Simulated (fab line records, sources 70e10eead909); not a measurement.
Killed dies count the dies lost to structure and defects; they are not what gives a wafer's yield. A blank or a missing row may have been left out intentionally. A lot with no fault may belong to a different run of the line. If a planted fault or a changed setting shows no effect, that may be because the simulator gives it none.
A struck lot beside a sound one | flow nand harc | 42 steps out of a route of 1302
Sound: the wafers L552.3, L552.4, L552.6. Wafers struck: L567.1, L567.3, L567.4. The cause comes at the end.
At each step with rows: each side's tool, then ch and its chambers, then its first start. Under that, the readings that differ: sound wafers | struck wafers | difference of the means | sigmas: that difference in standard deviations of wafers without a fault.
alike: a reading whose means differ by less than 2 such deviations, as well as words and numbers matching on both sides. not compared: withheld readings; readings where some wafer has no value; bounds like >300 that might hide an equal value; numbers whose values overlap and for which the record gives no deviation.
The two part at a step that has a row with sigmas, a row that says differs or no value, or rows on one side only. Numbers that don't overlap but have no deviation are shown without sigmas and don't part them. A reading that every wafer of one side lacks parts them only if that side has two wafers or more.

first, 4 steps without rows for these wafers: NHARC_HYBRID_BOND_PRECLEAN_01 (cleans in DIW, time 300 s); NHARC_HYBRID_BOND_SRD_02 (time 30 s, dry time 20 s); NHARC_HYBRID_BOND_BOND_03; NHARC_HYBRID_BOND_ANNEAL_04 (time 7200 s).
NHARC_HYBRID_BOND_OVL_MEAS_05:
  sound on overlay-02 at day 24 00:49; struck on overlay-01 at day 31 08:55
  alike: overlay x nm, overlay y nm
NHARC_HYBRID_BOND_INSPECT_06: inspects for defects (ir void).
  sound on defect inspect-01 at day 24 00:53; struck on defect inspect-02 at day 31 08:58
  alike: raw defect count
then, 2 steps without rows for these wafers: NHARC_THIN_TSV_GRIND_00; NHARC_THIN_TSV_CMP_01 (polishes).
NHARC_THIN_TSV_THK_MEAS_02: measures by ir.
  sound on film metro-02 at day 24 03:43; struck on film metro-02 at day 32 06:32
  alike: thk nm
then, 3 steps without rows for these wafers: NHARC_THIN_TSV_SRD_03; NHARC_THIN_TSV_PRECLEAN_41 (cleans in SC1); NHARC_THIN_TSV_SRD_42.
NHARC_THIN_TSV_DEP_43: deposits SiO2, target thk 1328.5 nm.
  sound on pecvd-01 ch 0,2, day 24 03:56; struck on pecvd-01 ch 0,1, day 32 06:48
  alike: rf fwd power W, throttle valve pct
then, 8 steps without rows for these wafers: NHARC_THIN_TSV_DEHYDRATE_04 (time 120 s); NHARC_THIN_TSV_HMDS_05 (time 30 s); NHARC_THIN_TSV_COAT_06; NHARC_THIN_TSV_SOFTBAKE_07 (time 95 s); NHARC_THIN_TSV_EBR_08; NHARC_THIN_TSV_EXPOSE_09 (exposes mask TSV); NHARC_THIN_TSV_PEB_10 (peb time 85 s); NHARC_THIN_TSV_DEVELOP_11 (time 70 s).
NHARC_THIN_TSV_CD_MEAS_12: the cd target is 1000 nm.
  sound on cd sem-03 ch 0, day 24 04:48; struck on cd sem-01 ch 0, day 32 07:30
  alike: cd nm
then, 4 steps without rows for these wafers: NHARC_THIN_TSV_HARDBAKE_13 (time 80 s); NHARC_THIN_TSV_DESCUM_14 (chemistry O2, time 3 s); NHARC_THIN_TSV_ETCH_44 (etches the open film in CF4/O2, target depth 1594.2 nm, time 797.1 s); NHARC_THIN_TSV_ETCH_15 (target depth 3000 nm, bosch target overetch cycles 2, bosch etch step 2.8 s).
NHARC_THIN_TSV_CD_MEAS_16:
  sound on cd sem-01 at day 24 05:46; struck on cd sem-01 at day 32 08:28
  alike: cd nm
NHARC_THIN_TSV_STRIP_45: strips in O2.
  sound on plasma asher-01 ch 0,1, day 24 05:55; struck on plasma asher-01 ch 0,1, day 32 08:32
  alike: drypump motor current A, heater power w, temp c
  not compared: rf hours counter h
then, 6 steps without rows for these wafers: NHARC_THIN_TSV_STRIP_46 (strips in post etch residue remover, time 1200 s); NHARC_THIN_TSV_DEP_47 (deposits SiO2, target thk 200 nm); NHARC_THIN_TSV_ETCHBACK_48 (etches the open film in C4F8/Ar, target depth 1028.5 nm, time 405.17 s); NHARC_THIN_TSV_STRIP_62 (strips in N2/H2, time 20 s); NHARC_THIN_TSV_DEGAS_49 (time 120 s); NHARC_THIN_TSV_PRE_CLEAN_50 (time 30 s).
NHARC_THIN_TSV_PVD_19: deposits TaN, target thk 20 nm.
  sound on pvd sputter-01; struck on pvd sputter-02
  alike: throttle valve pct
then, 2 steps without rows for these wafers: NHARC_THIN_TSV_PVD_51 (deposits Cu, target thk 100 nm); NHARC_THIN_TSV_ECD_20 (material Cu, target thk 2000 nm).
NHARC_THIN_TSV_ANNEAL_52: time 90 s.
  sound on rtp anneal-02 ch 0, day 24 08:50; struck on rtp anneal-01 ch 0, day 32 11:30
  alike: wafer_temp_C_max
NHARC_THIN_TSV_CMP_21: polishes, t overpolish 30 s, target thk 2000 nm.
  sound on cmp-01 ch 0,2,3, day 24 09:09; struck on cmp-02 ch 1,2,3, day 32 11:50
  alike: motor current A, overpolish run s
following that, these wafers have no rows for 1 step: NHARC_THIN_TSV_SRD_23.
NHARC_THIN_TSV_DEGAS_53: time 60 s.
  sound on pvd sputter-02 at day 24 09:32; struck on pvd sputter-01 at day 32 12:19
  reading              | sound                | struck | difference                    | sigmas
  susceptor temp C (C) | 299.97 299.78 300.00 | - - -  | no value on the struck wafers |
  alike: heater power w
NHARC_END_SORT_01:
  the record has rows for the struck wafers here (prober-02 ch 0, day 32 22:36) and none for the sound ones

WHERE THEY PART
First at NHARC_THIN_TSV_DEGAS_53; last, within this record, at NHARC_END_SORT_01.

WHY: whatever the simulator had introduced
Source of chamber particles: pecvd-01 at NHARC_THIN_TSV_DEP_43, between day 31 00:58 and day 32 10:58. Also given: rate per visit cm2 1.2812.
